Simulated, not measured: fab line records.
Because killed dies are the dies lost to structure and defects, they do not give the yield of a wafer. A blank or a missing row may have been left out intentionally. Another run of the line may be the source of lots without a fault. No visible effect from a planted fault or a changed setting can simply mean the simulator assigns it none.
Chamber matching    flow nand-harc    4 sister chambers for NHARC_A_STAIRCASE_DESCUM_443 on rie-diel-01
The step chemistry O2, time 3 s. 4 wafers are shown with their chamber, then 10 later ones without.

## WAFERS WITH THEIR CHAMBER
wafer   chamber  drypump-motor-current-A (A)
L088.1  3        5.8
L088.2  0        5.9
L092.1  2        6.4
L092.2  1        5.2

## WAFERS WITH NO CHAMBER GIVEN
wafer   drypump-motor-current-A (A)
L092.5  6.4
L095.3  6.0
L095.4  5.8
L095.5  5.2
L097.4  5.2
L097.5  6.4
L097.6  5.2
L097.1  6.4
L097.2  5.8
L097.3  6.0

## CHAMBER TAKEN BY EACH
wafer   from the rows above  in truth
L092.5  2                    2
L095.3  0                    0
L095.4  3                    3
L095.5  1                    1
L097.4  1                    1
L097.5  2                    2
L097.6  1                    1
L097.1  2                    2
L097.2  3                    3
L097.3  0                    0
Correct placement for 10 of the 10. Can't be placed from these rows: 0. Number placed wrongly: 0.
How it was worked out, from the rows above alone: a wafer's distance from a chamber is the root of the sum, over the readings, of the square of ((its reading less the chamber's mean) divided by the reading's scatter). If the next closest chamber is less than 2 further off than the closest, the wafer can't be placed; otherwise it belongs to the closest. The mean given for a chamber averages the wafers shown for that chamber. The scatter: with one shown wafer a chamber, the root of the mean of the squares of how far each hidden wafer lies from its nearest shown one.
